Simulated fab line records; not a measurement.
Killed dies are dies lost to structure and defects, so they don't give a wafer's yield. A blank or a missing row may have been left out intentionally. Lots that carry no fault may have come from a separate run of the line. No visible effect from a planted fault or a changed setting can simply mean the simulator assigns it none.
Matching of chambers / flow n5_finfet / pecvd-04 running N5_BEOL_M2_ILD_DEP_00: 3 sister chambers
The step deposits SiOC from DEMS/O2, target thk 79 nm, time 15.3 s. 22 wafers are shown with their chamber, then 11 later ones without.

== WAFERS PAIRED WITH THEIR CHAMBERS ==
wafer=L075.3; chamber=2; heater_power_w (W)=504; showerhead_vpp_V (V)=1344; showerhead_plenum_p_Torr (Torr)=5.705
wafer=L075.4; chamber=0; heater_power_w (W)=692; showerhead_vpp_V (V)=1344; showerhead_plenum_p_Torr (Torr)=5.713
wafer=L075.6; chamber=0; heater_power_w (W)=678; showerhead_vpp_V (V)=1380; showerhead_plenum_p_Torr (Torr)=5.718
wafer=L077.1; chamber=2; heater_power_w (W)=477; showerhead_vpp_V (V)=1333; showerhead_plenum_p_Torr (Torr)=5.707
wafer=L077.3; chamber=0; heater_power_w (W)=678; showerhead_vpp_V (V)=1378; showerhead_plenum_p_Torr (Torr)=5.702
wafer=L077.6; chamber=2; heater_power_w (W)=480; showerhead_vpp_V (V)=1333; showerhead_plenum_p_Torr (Torr)=5.708
wafer=L078.1; chamber=0; heater_power_w (W)=672; showerhead_vpp_V (V)=1384; showerhead_plenum_p_Torr (Torr)=5.714
wafer=L078.2; chamber=1; heater_power_w (W)=580; showerhead_vpp_V (V)=1433; showerhead_plenum_p_Torr (Torr)=5.663
wafer=L078.3; chamber=2; heater_power_w (W)=465; showerhead_vpp_V (V)=1343; showerhead_plenum_p_Torr (Torr)=5.701
wafer=L078.4; chamber=0; heater_power_w (W)=672; showerhead_vpp_V (V)=1381; showerhead_plenum_p_Torr (Torr)=5.720
wafer=L078.5; chamber=2; heater_power_w (W)=462; showerhead_vpp_V (V)=1328; showerhead_plenum_p_Torr (Torr)=5.703
wafer=L078.6; chamber=1; heater_power_w (W)=572; showerhead_vpp_V (V)=1400; showerhead_plenum_p_Torr (Torr)=5.667
wafer=L081.1; chamber=1; heater_power_w (W)=573; showerhead_vpp_V (V)=1413; showerhead_plenum_p_Torr (Torr)=5.686
wafer=L081.3; chamber=2; heater_power_w (W)=498; showerhead_vpp_V (V)=1336; showerhead_plenum_p_Torr (Torr)=5.711
wafer=L081.6; chamber=1; heater_power_w (W)=587; showerhead_vpp_V (V)=1412; showerhead_plenum_p_Torr (Torr)=5.677
wafer=L083.3; chamber=2; heater_power_w (W)=431; showerhead_vpp_V (V)=1346; showerhead_plenum_p_Torr (Torr)=5.704
wafer=L083.5; chamber=2; heater_power_w (W)=427; showerhead_vpp_V (V)=1348; showerhead_plenum_p_Torr (Torr)=5.700
wafer=L083.6; chamber=1; heater_power_w (W)=530; showerhead_vpp_V (V)=1404; showerhead_plenum_p_Torr (Torr)=5.663
wafer=L085.2; chamber=1; heater_power_w (W)=481; showerhead_vpp_V (V)=1408; showerhead_plenum_p_Torr (Torr)=5.677
wafer=L085.3; chamber=0; heater_power_w (W)=709; showerhead_vpp_V (V)=1361; showerhead_plenum_p_Torr (Torr)=5.715
wafer=L085.5; chamber=0; heater_power_w (W)=723; showerhead_vpp_V (V)=1389; showerhead_plenum_p_Torr (Torr)=5.732
wafer=L086.2; chamber=0; heater_power_w (W)=688; showerhead_vpp_V (V)=1389; showerhead_plenum_p_Torr (Torr)=5.705

SIGNATURES, as means of the wafers listed above
reading=heater_power_w; chamber 0=689.00; chamber 1=553.83; chamber 2=468.00; scatter within a chamber=29.3
reading=showerhead_vpp_V; chamber 0=1375.75; chamber 1=1411.67; chamber 2=1338.88; scatter within a chamber=12
reading=showerhead_plenum_p_Torr; chamber 0=5.71488; chamber 1=5.67217; chamber 2=5.70488; scatter within a chamber=0.00769
Rule: a wafer's distance from a chamber is the root of the sum, over the readings, of the square of ((its reading less the chamber's mean) divided by the reading's scatter). The wafer belongs to the nearest chamber; if the next one is less than 2 further off, it can't be placed. The scatter: take each reading less its chamber's mean, square it, sum over the shown wafers, divide by the number of wafers less the number of chambers, and take the root.

== WAFERS WHOSE CHAMBER IS MISSING ==
wafer=L086.3; heater_power_w (W)=534; showerhead_vpp_V (V)=1422; showerhead_plenum_p_Torr (Torr)=5.674
wafer=L086.6; heater_power_w (W)=509; showerhead_vpp_V (V)=1345; showerhead_plenum_p_Torr (Torr)=5.706
wafer=L095.4; heater_power_w (W)=535; showerhead_vpp_V (V)=1381; showerhead_plenum_p_Torr (Torr)=5.661
wafer=L095.5; heater_power_w (W)=505; showerhead_vpp_V (V)=1348; showerhead_plenum_p_Torr (Torr)=5.703
wafer=L095.6; heater_power_w (W)=675; showerhead_vpp_V (V)=1383; showerhead_plenum_p_Torr (Torr)=5.708
wafer=L096.1; heater_power_w (W)=703; showerhead_vpp_V (V)=1381; showerhead_plenum_p_Torr (Torr)=5.713
wafer=L096.3; heater_power_w (W)=428; showerhead_vpp_V (V)=1343; showerhead_plenum_p_Torr (Torr)=5.688
wafer=L096.5; heater_power_w (W)=559; showerhead_vpp_V (V)=1404; showerhead_plenum_p_Torr (Torr)=5.671
wafer=L097.2; heater_power_w (W)=671; showerhead_vpp_V (V)=1387; showerhead_plenum_p_Torr (Torr)=5.708
wafer=L097.3; heater_power_w (W)=502; showerhead_vpp_V (V)=1329; showerhead_plenum_p_Torr (Torr)=5.705
wafer=L097.6; heater_power_w (W)=574; showerhead_vpp_V (V)=1433; showerhead_plenum_p_Torr (Torr)=5.680

== EACH ONE'S CHAMBER ==
wafer=L086.3; from the rows above=1; in truth=1
wafer=L086.6; from the rows above=2; in truth=2
wafer=L095.4; from the rows above=1; in truth=1
wafer=L095.5; from the rows above=2; in truth=2
wafer=L095.6; from the rows above=0; in truth=0
wafer=L096.1; from the rows above=0; in truth=0
wafer=L096.3; from the rows above=2; in truth=2
wafer=L096.5; from the rows above=1; in truth=1
wafer=L097.2; from the rows above=0; in truth=0
wafer=L097.3; from the rows above=2; in truth=2
wafer=L097.6; from the rows above=1; in truth=1
11 of 11 placed correctly. Not placeable from these rows: 0. Wrongly placed: 0.
